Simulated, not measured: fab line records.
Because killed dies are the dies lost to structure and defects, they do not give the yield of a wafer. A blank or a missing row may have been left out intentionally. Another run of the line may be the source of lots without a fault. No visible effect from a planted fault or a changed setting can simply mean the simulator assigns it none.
Split-lot experiment ; flow n5 finfet ; 21 wafers read across 7 lots, on a route 1938 steps long

== THE SPLIT ITSELF ==
At N5_PMOS_HMC_CHANNEL_EPI_PEB_07 (peb time 60 s), the setting peb temp c was moved away from the recipe's 110 C on 7 of the 21 wafers read, by -2.1% to +3.1%. The other wafers ran this setting at the recipe's value.

== BETWEEN THE SPLIT AND THE READING: the file shows 1 step in between ==
- N5_PMOS_HMC_CHANNEL_EPI_DEVELOP_08: develop time 30 s (also split here: develop time s)

== THE READING ==
Shown in nm: cd nm at N5_PMOS_HMC_CHANNEL_EPI_CD_MEAS_09, with target cd 237.4 nm. Typical for fault-free wafers on this fab line: 237.4 nm, with standard deviation 0.98 nm.

wafer;tool, chamber at the split;peb temp c as run, C;against the recipe;cd nm, nm;against lot-mates on the recipe
L074.1;litho track-04, 0;110;recipe;235.0;-
L074.2;litho track-04, 0;110;recipe;236.9;-
L074.6;litho track-04, 0;110;recipe;236.9;-
L075.1;litho track-04, 0;110;recipe;238.8;-
L075.3;litho track-04, 0;110;recipe;240.4;-
L075.4;litho track-04, 0;110;recipe;240.0;-
L084.1;litho track-04, 0;107.7;-2.1%;230.7;-7.9
L084.3;litho track-04, 0;107.7;-2.1%;230.8;-7.8
L084.5;litho track-04, 0;110;recipe;238.6;-
L088.1;litho track-01, 0;110;recipe;235.6;-
L088.2;litho track-01, 0;110;recipe;236.8;-
L088.5;litho track-01, 0;113.4;+3.1%;245.1;+8.9
L089.1;litho track-02, 0;110;recipe;236.5;-
L089.2;litho track-02, 0;107.8;-2.0%;230.5;-6.0
L089.6;litho track-02, 0;107.8;-2.0%;229.2;-7.3
L091.1;litho track-02, 0;110;recipe;236.8;-
L091.4;litho track-02, 0;110;recipe;238.4;-
L091.6;litho track-02, 0;110;recipe;238.1;-
L095.1;litho track-01, 0;110;recipe;237.5;-
L095.3;litho track-01, 0;112.5;+2.3%;244.4;+6.9
L095.5;litho track-01, 0;112.5;+2.3%;243.5;+6.0

THE FIT
A straight line over all 21 wafers: cd nm changes by +3.04 nm for each +1% of peb temp c; r = +0.95; the points scatter about the line by 1.5 nm.
The same after taking each lot's own level away (the mean of its wafers on the recipe; 21 wafers): +3.17 nm for each +1%; r = +0.99; scatter 0.76 nm.
On that fit, the largest move of peb temp c shifts the reading by 9.8 nm.
Across the lots, their own levels run from 236.20 to 239.73 nm, a range of 3.6 times the standard deviation given above.
So the lot-to-lot level changes the slope little: the two slopes agree.
Check: for one of the wafers moved furthest among these (+3.1%), held out of the fit, the line's prediction against its lot-mates is +9.83 nm. Against them it came out at +8.9 nm.

== ADDITIONAL SPLITS CARRIED BY THESE WAFERS ==
Other splits were also applied to these wafers ahead of the reading. Each is held against what the fit with the lots' levels taken away leaves over:
other split on the same wafers;wafers away from the commonest value;r with cd nm (lot level and that fit taken away)
N5_WELL_APT_COAT_19 spin rpm;10;+0.05
N5_WELL_APT_PEB_23 peb time s;4;+0.22
N5_PMOS_HMC_CHANNEL_EPI_DEVELOP_08 develop time s;7;+0.05

== THE WHOLE CHAIN: every reading that the file lists as answering this split, in the file's order ==
step;what it does;reading;change (the file's fit);r (the file's)
N5_PMOS_HMC_CHANNEL_EPI_CD_MEAS_09;target cd 237.4 nm;cd nm;+3.12 nm for each +1% of the setting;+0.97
N5_PMOS_HMC_CHANNEL_EPI_DESCUM_14;chemistry O2, time 7.9 s;PMOS_HMC_CHANNEL_EPI.cd nm (the simulator's own value, which no gauge read);+3.15 nm for each +1% of the setting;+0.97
N5_PMOS_HMC_CHANNEL_EPI_ETCH_32;etches BARC in N2/H2, stops on SiO2, target depth 85.8 nm, time 50.3 s;PMOS_HMC_CHANNEL_EPI.cd nm (the simulator's own value, which no gauge read);+3.04 nm for each +1% of the setting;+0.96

== FILE'S OWN FIT ==
cd nm changes by +3.12 nm for each +1% of peb temp c, r = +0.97.
